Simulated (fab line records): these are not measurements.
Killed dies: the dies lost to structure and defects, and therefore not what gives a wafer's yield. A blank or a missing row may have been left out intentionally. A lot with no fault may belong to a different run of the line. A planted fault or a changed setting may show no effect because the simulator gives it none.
Matching of chambers    flow n5Finfet    4 sister chambers for N5_MOL_CONTACT_COAG_STRIP_98 on rieDiel-01
The step strips in N2/H2. 4 wafers are shown with their chamber, then 12 later ones without.

WAFERS PAIRED WITH THEIR CHAMBERS
wafer   chamber  drypumpMotorCurrentA (A)
L086.1  1        6.1
L086.6  0        5.2
L089.5  3        5.7
L089.6  2        5.5

WAFERS WHOSE CHAMBER IS MISSING
wafer   drypumpMotorCurrentA (A)
L091.2  5.6
L091.3  5.2
L091.4  6.1
L092.1  5.5
L092.2  6.1
L092.6  5.2
L095.2  5.2
L095.3  6.1
L095.6  6.1
L097.1  5.2
L097.3  5.6
L097.6  5.6

WHICH CHAMBER EACH ONE RAN IN
wafer   from the rows above      in truth
L091.2  can't be placed: 2 or 3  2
L091.3  0                        0
L091.4  1                        1
L092.1  2                        2
L092.2  1                        1
L092.6  0                        0
L095.2  0                        0
L095.3  1                        1
L095.6  1                        1
L097.1  0                        0
L097.3  can't be placed: 2 or 3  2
L097.6  can't be placed: 2 or 3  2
Placed correctly: 9 of 12. Cannot be placed on the basis of these rows: 3; the candidates contain the true chamber in 3. Placed wrongly: 0.
How it was worked out, from the rows above alone: a wafer's distance from a chamber is the root of the sum, over the readings, of the square of ((its reading less the chamber's mean) divided by the reading's scatter). If the next closest chamber is less than 2 further off than the closest, the wafer can't be placed; otherwise it belongs to the closest. Each chamber's mean is taken over the wafers shown for it. The scatter: root of mean squared gap, hidden wafer to nearest shown wafer, with one shown wafer a chamber.
